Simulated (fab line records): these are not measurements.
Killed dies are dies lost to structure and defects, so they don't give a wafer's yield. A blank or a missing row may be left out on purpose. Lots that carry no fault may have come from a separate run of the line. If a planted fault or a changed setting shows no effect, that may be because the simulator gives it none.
3 desks looking at one fault + flow n5_finfet + each desk holds nothing but its own numbers, with what lay behind them at the end

== THE DEFECT DESK ==
Lot by lot, what the route's inspections counted, given as the mean of those sampled wafers with a number. The brackets show how far a lot's mean lies from the usual mean; more than 4 standard deviations puts the lot out of limits, marked OUT.
Columns: A = raw_defect_count at N5_FIN_SAQP_INSPECT_18, usual 413
| lot  | first seen here | A   |
|------|-----------------|-----|
| L517 | day 2 03:34     | 337 |
| L518 | day 2 09:32     | 556 |
| L519 | day 2 16:07     | 405 |
| L520 | day 2 21:53     | 442 |
| L523 | day 3 16:42     | 629 |
| L524 | day 3 21:50     | 428 |
| L533 | day 6 03:37     | 369 |
| L535 | day 6 16:20     | 438 |
| L536 | day 6 21:40     | 478 |
| L538 | day 7 09:25     | 379 |
This desk found nothing out of limits on any of the 10 lots.

== AT THE TOOL OWNER'S DESK: litho_track-04 ==
The tool's own readings at N5_FIN_SAQP_PEB_14 (peb time 60 s): means of the sampled wafers that have a number, for each lot that ran on this tool. The brackets show how far a lot's mean lies from the usual mean; more than 4 standard deviations puts the lot out of limits, marked OUT.
Columns: A = exhaust_pa at N5_FIN_SAQP_PEB_14, usual 45.1 Pa
| lot  | first seen here | A    |
|------|-----------------|------|
| L517 | day 2 03:26     | 45.6 |
| L519 | day 2 15:59     | 45.1 |
| L520 | day 2 21:45     | 45.0 |
| L533 | day 6 03:29     | 45.3 |
| L535 | day 6 16:13     | 46.0 |
This desk found nothing out of limits on any of the 5 lots.

== AT THE METROLOGY DESK ==
Lot by lot, what the gauges showed, no matter which tool ran the lot: averages of those sampled wafers that carry a number. The brackets show how far a lot's mean lies from the usual mean; more than 4 standard deviations puts the lot out of limits, marked OUT. It has 11 readings, of which 7 appear: the earliest out of limits, and the ones furthest out on some lot.
Columns: A = cd_nm at N5_FIN_SAQP_CD_MEAS_16, usual 35.5 nm; B = DIBL_N at N5_BEOL_M4_RC_MEAS_101, usual 36.3 mV/V; C = DIBL_P at N5_BEOL_M4_RC_MEAS_101, usual 36.2 mV/V; D = IOFF_P at N5_BEOL_M4_RC_MEAS_101, usual 0.21 nA/um; E = SS_N at N5_BEOL_M4_RC_MEAS_101, usual 71.6 mV/dec; F = SS_P at N5_BEOL_M4_RC_MEAS_101, usual 73.3 mV/dec; G = VT_P at N5_BEOL_M4_RC_MEAS_101, usual -251 mV
| lot  | first seen here | A              | B    | C    | D    | E    | F    | G    |
|------|-----------------|----------------|------|------|------|------|------|------|
| L517 | day 2 03:31     | 35.2           | 37.2 | 36.8 | 0.22 | 71.2 | 73.7 | -253 |
| L518 | day 2 09:29     | 35.6           | 34.2 | 34.8 | 0.17 | 71.2 | 73.1 | -252 |
| L519 | day 2 16:03     | 35.8           | 35.4 | 35.1 | 0.18 | 72.0 | 73.3 | -253 |
| L520 | day 2 21:49     | 35.1           | 37.9 | 38.1 | 0.26 | 72.0 | 74.1 | -246 |
| L523 | day 3 16:38     | 35.3           | 35.5 | 34.8 | 0.17 | 71.3 | 72.7 | -254 |
| L524 | day 3 21:46     | 35.9           | 35.3 | 33.0 | 0.18 | 70.9 | 73.0 | -252 |
| L533 | day 6 03:32     | 32.2 (-11) OUT | 36.9 | 34.5 | 0.20 | 71.4 | 73.2 | -252 |
| L535 | day 6 16:17     | 32.3 (-11) OUT | 36.1 | 36.2 | 0.19 | 71.7 | 73.4 | -251 |
| L536 | day 6 21:36     | 35.0           | 35.8 | 36.0 | 0.16 | 71.3 | 73.0 | -259 |
| L538 | day 7 09:21     | 35.7           | 36.1 | 35.4 | 0.17 | 71.1 | 72.4 | -254 |
This desk's finding: out of limits on L533, L535; first on L533, day 6 03:32 (cd_nm at N5_FIN_SAQP_CD_MEAS_16). L517, L518, L519, L520, L523, L524, L536, L538 stayed within limits.

== PUT TOGETHER ==
L533, L535 would have let the metrology desk raise an alarm at day 6 03:32.
No out-of-limits result turned up at the defect desk.
The tool owner's desk saw nothing out of limits.
The defect desk has L533, L535 on record, within its limits.
On record at the tool owner's desk: L533, L535, within its limits.
The lots listed all ran N5_FIN_SAQP_PEB_14 on litho_track-04.

== WHAT THE SIMULATOR HAD INSERTED ==
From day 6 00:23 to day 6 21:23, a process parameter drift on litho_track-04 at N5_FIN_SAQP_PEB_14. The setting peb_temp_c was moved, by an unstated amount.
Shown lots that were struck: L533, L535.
Time in hours between the start of the fault and the first out-of-limits reading at each desk: metrology desk, 3.
